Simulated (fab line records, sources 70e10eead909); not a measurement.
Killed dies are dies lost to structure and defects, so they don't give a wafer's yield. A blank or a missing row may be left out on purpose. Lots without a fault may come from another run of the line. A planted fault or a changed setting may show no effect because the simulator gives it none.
Problem report in the 8D (eight disciplines) form, filled by code | flow nand_harc | the parts of the form that need people (team, actions taken, sign-off) are left out

1. THE PROBLEM
run_length_s at NHARC_P_M2_ETCH_28 reads a mean of 98.0 s on 6 wafers of 2 lots; wafers without a fault read 94.2 s with a standard deviation of 0.41. That is +9.4 standard deviations from the usual mean.
The step: etches the open film in CF4/N2, target depth 30 nm, time 72.99 s.
First seen on wafer L492.4, day 10 03:18, on rie_diel-12. The record holds 36 wafers of 12 lots with a number at this step. Rule for "out", or "out of limits": more than 4 standard deviations from the usual mean. The other wafers with a number count as sound.

2. WHAT IT IS AND WHAT IT IS NOT
question                    | is                     | is not
which readings at this step | run_length_s           | drypump_motor_current_A, oes_product_au, rf_vpp_V, showerhead_plenum_p_Torr, throttle_valve_pct
which lots                  | L492, L494             | L477, L478, L479, L482, L483, L484, L485, L486, L491, L497
which wafers of those lots  | all that have a number | -
read on which tools         | rie_diel-12            | rie_diel-08, rie_diel-09
when                        | from day 10 03:18      | up to then (27 sound wafers); but 3 sound wafers of L497 came after

3. SUSPECTS, AND WHAT RULES EACH OUT
Counting: a tool at a process step up to the reading stays a suspect if it ran every lot that is out and no sound lot after the first of them.
- pecvd-02 at NHARC_P_M1_DEP_33 (deposits SiCN, target thk 30 nm): kept. It ran every lot that is out, first L492 (day 10 01:17), and no sound lot after that; its last sound lot up to then is L486 (day 8 06:06).
- rie_diel-12 at NHARC_P_M2_ETCH_28 (etches the open film in CF4/N2, target depth 30 nm, time 72.99 s): kept. It ran every lot that is out, first L492 (day 10 03:18), and no sound lot after that; its last sound lot up to then is L485 (day 8 10:54). Its own readings are out on those wafers: run_length_s.
Left after counting: pecvd-02 at NHARC_P_M1_DEP_33, rie_diel-12 at NHARC_P_M2_ETCH_28.

4. THE CAUSE (what the simulator had put in)
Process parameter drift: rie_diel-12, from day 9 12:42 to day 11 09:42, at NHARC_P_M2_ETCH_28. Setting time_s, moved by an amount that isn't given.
Counting left 2 suspects, and this tool is among them.

5. THE CHAIN OF EFFECTS, in route order
Each row: a reading whose mean over the struck wafers that have a number lies more than 3 standard deviations from the usual. Only readings for which the record gives a usual standard deviation are gone through. hours: the time from each lot's start at the first step in this table that gives one to its start at this step, as a median over the lots. sigmas: the change in usual standard deviations.
hours | step               | reading      | usual  | on struck wafers | change | sigmas
0     | NHARC_P_M2_ETCH_28 | run_length_s | 94.2 s | 98.0             | +3.8   | +9.4
The process steps in it:
- NHARC_P_M2_ETCH_28: etches the open film in CF4/N2, target depth 30 nm, time 72.99 s.
Later measuring or inspecting steps at which every struck wafer that the step has a row for has a number for every such reading, and none has moved that far: NHARC_END_SORT_01.

6. WHAT WOULD HAVE CAUGHT IT SOONER
In this record the first reading out of limits was taken at day 10 03:18, 15 hours after the fault began at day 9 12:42.
